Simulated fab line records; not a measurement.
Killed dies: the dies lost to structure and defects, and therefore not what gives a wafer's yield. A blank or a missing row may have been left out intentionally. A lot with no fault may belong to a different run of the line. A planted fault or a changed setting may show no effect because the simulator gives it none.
Struck lot and sound lot, side by side + flow nand-harc + 14 steps out of a route of 1302
Sound: these wafers, L598.1, L598.2, L598.4. Struck: wafer L610.4 (L610.3, L610.5, from the same lot, were not struck and are left out); the cause is given at the end.
At each step with rows: each side's tool, then ch and its chambers, then its first start. Under that, the readings that differ: sound wafers + struck wafers + difference of the means + sigmas: that difference in standard deviations of wafers without a fault.
alike: same words and numbers on both sides, and readings whose means sit less than 2 such deviations apart. not compared: any withheld reading, any reading some wafer has no value for, any bound like >300 that may hide the same value, and any number with overlapping values for which the record gives no deviation.
The two part at a step that has a row with sigmas, a row that says differs or no value, or rows on one side only. Numbers that have no deviation but don't overlap get no sigmas and don't part them. A reading missing from all wafers of one side parts the sides only when that side holds two or more wafers.

first, 3 steps without rows for these wafers: NHARC_THIN_TSV_EXPOSE_09 (exposes mask TSV); NHARC_THIN_TSV_PEB_10 (peb time 85 s); NHARC_THIN_TSV_DEVELOP_11 (time 70 s).
NHARC_THIN_TSV_CD_MEAS_12 targets a cd of 1000 nm.
  sound on cd-sem-02 ch 0, day 23 10:10; struck on cd-sem-02 ch 0, day 28 18:52
  alike: cd-nm
then, 1 step without rows for these wafers: NHARC_THIN_TSV_HARDBAKE_13 (time 80 s).
NHARC_THIN_TSV_DESCUM_14: chemistry O2, time 3 s.
  sound on rie-diel-11 ch 0,2,3, day 23 10:20; struck on rie-diel-07 ch 2, day 28 19:04
| reading                     | sound       | struck | difference | sigmas |
|-----------------------------|-------------|--------|------------|--------|
| drypump-motor-current-A (A) | 6.1 5.9 5.4 | 6.5    | +0.7       | +2     |
| rf-hours-counter-h (h)      | 4.3 4.3 4.5 | 1.2    | -3.2       |        |
  alike: o2-flow-sccm, oes-product-au, rf-vpp-V, showerhead-plenum-p-Torr, throttle-valve-pct
NHARC_THIN_TSV_ETCH_44: etches the open film in CF4/O2, target depth 1594.2 nm, time 797.1 s.
  sound on rie-diel-11 ch 0,2,3, day 23 10:28; struck on rie-diel-07 ch 1, day 28 19:13
| reading                         | sound          | struck | difference | sigmas |
|---------------------------------|----------------|--------|------------|--------|
| rf-hours-counter-h (h)          | 4.4 4.6 4.4    | 1.3    | -3.2       |        |
| rf-vpp-V (V)                    | 795 797 798    | 788    | -9         | -2     |
| showerhead-plenum-p-Torr (Torr) | 1.86 1.88 1.87 | 1.74   | -0.13      | -2     |
  alike: drypump-motor-current-A, o2-flow-sccm, oes-product-au, throttle-valve-pct
then, 1 step without rows for these wafers: NHARC_THIN_TSV_ETCH_15 (target depth 3000 nm, bosch target overetch cycles 2, bosch etch step 2.8 s).
NHARC_THIN_TSV_CD_MEAS_16:
  sound on cd-sem-01 at day 23 11:08; struck on cd-sem-01 at day 28 19:53
  alike: cd-nm
NHARC_THIN_TSV_STRIP_45: strips in O2.
  sound on plasma-asher-02 ch 0,1, day 23 11:13; struck on plasma-asher-01 ch 0, day 28 20:02
  alike: drypump-motor-current-A, heater-power-w
  not compared: rf-hours-counter-h
then, 1 step without rows for these wafers: NHARC_THIN_TSV_STRIP_46 (strips in post etch residue remover, time 1200 s).
NHARC_THIN_TSV_DEP_47: deposits SiO2, target thk 200 nm.
  sound on pecvd-03 ch 0,2, day 23 12:01; struck on pecvd-01 ch 0, day 28 20:50
  alike: mfc-precursor-sccm, throttle-valve-pct
NHARC_THIN_TSV_ETCHBACK_48: etches the open film in C4F8/Ar, target depth 1028.5 nm, time 405.17 s.
  sound on rie-diel-06 ch 0,2,3, day 23 12:25; struck on rie-diel-07 ch 2, day 28 21:08
| reading                | sound             | struck | difference | sigmas |
|------------------------|-------------------|--------|------------|--------|
| oes-product-au (a.u.)  | 0.906 0.930 0.930 | 0.825  | -0.097     | -3     |
| rf-hours-counter-h (h) | 2.5 2.3 1.9       | 1.5    | -0.7       |        |
  alike: rf-vpp-V
NHARC_THIN_TSV_STRIP_62: strips in N2/H2, time 20 s.
  sound on plasma-asher-02 ch 0,1, day 23 12:46; struck on plasma-asher-02 ch 0, day 28 21:32
  alike: drypump-motor-current-A, heater-power-w
  not compared: rf-hours-counter-h

== WHERE THEY PART ==
At NHARC_THIN_TSV_DESCUM_14 first; at NHARC_THIN_TSV_ETCHBACK_48 last (within this record only). Later steps at which nothing parts them and some readings are alike: NHARC_THIN_TSV_STRIP_62.

WHY: what had been put in by the simulator
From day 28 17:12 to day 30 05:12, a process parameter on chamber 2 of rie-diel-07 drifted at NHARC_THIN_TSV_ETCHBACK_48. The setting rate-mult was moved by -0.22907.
